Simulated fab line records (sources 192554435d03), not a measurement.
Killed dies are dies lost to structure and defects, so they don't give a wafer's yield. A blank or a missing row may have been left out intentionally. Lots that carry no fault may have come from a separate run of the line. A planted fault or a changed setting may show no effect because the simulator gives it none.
Chamber matching -- flow n5Finfet -- cmp-02 running N5_STI_FIN_REVEAL_CMP_04: 4 sister chambers
The step polishes, stops on Si3N4, t overpolish 4 s, target thk 131.83 nm. 20 wafers are shown with their chamber, then 10 later ones without.

WAFERS, EACH WITH ITS CHAMBER
wafer,chamber,motorCurrentA (A),timeToEndpointS (s),overpolishRunS (s)
L074.1,3,10.4,105,3.996
L074.3,0,9.4,104,4.008
L074.6,0,9.1,100,4.004
L078.1,3,10.6,104,4.011
L078.3,0,9.2,102,4.005
L078.5,0,9.0,100,4.001
L079.1,3,11.0,106,3.993
L079.5,1,8.2,105,3.985
L079.6,0,9.1,107,3.995
L082.2,3,9.9,104,3.990
L082.3,2,8.1,103,4.002
L082.6,1,8.5,106,3.999
L087.2,1,8.3,103,4.003
L087.3,2,8.3,102,4.001
L087.6,2,8.2,99,4.006
L090.2,1,8.2,103,4.021
L090.5,2,8.2,102,3.990
L090.6,3,10.5,108,3.995
L091.2,1,8.2,111,3.985
L091.5,0,8.8,110,3.991

SIGNATURES (means of the wafers above)
reading,chamber 0,chamber 1,chamber 2,chamber 3,scatter within a chamber
motorCurrentA,9.100,8.280,8.200,10.480,0.239
timeToEndpointS,103.83,105.60,101.50,105.40,3
overpolishRunS,4.00067,3.99860,3.99975,3.99700,0.00971
Rule: a wafer's distance from a chamber is the root of the sum, over the readings, of the square of ((its reading less the chamber's mean) divided by the reading's scatter). The wafer belongs to the nearest chamber; if the next one is less than 2 further off, it can't be placed. The scatter: the root of (the sum of the squares of (reading less its chamber's mean) over the shown wafers, divided by (wafers less chambers)).

WAFERS WITHOUT THEIR CHAMBER
wafer,motorCurrentA (A),timeToEndpointS (s),overpolishRunS (s)
L091.6,8.9,106,3.995
L092.1,10.4,105,4.008
L092.4,8.3,107,4.008
L092.6,10.3,104,3.994
L095.1,10.7,113,4.001
L095.2,8.4,109,4.012
L095.4,8.7,112,3.994
L097.1,9.8,113,3.998
L097.2,9.3,112,3.990
L097.5,8.6,109,3.991

EACH ONE'S CHAMBER
wafer,from the rows above,in truth
L091.6,can't be placed: 0 or 1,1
L092.1,3,3
L092.4,can't be placed: 1 or 2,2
L092.6,3,3
L095.1,3,3
L095.2,can't be placed: 1 or 2 or 0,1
L095.4,can't be placed: 1 or 0 or 2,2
L097.1,can't be placed: 3 or 0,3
L097.2,can't be placed: 0 or 1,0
L097.5,can't be placed: 1 or 0 or 2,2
3 of 10 placed correctly. Unplaceable from these rows: 7, with the true chamber sitting among the candidates in 7. Placed wrongly: 0.
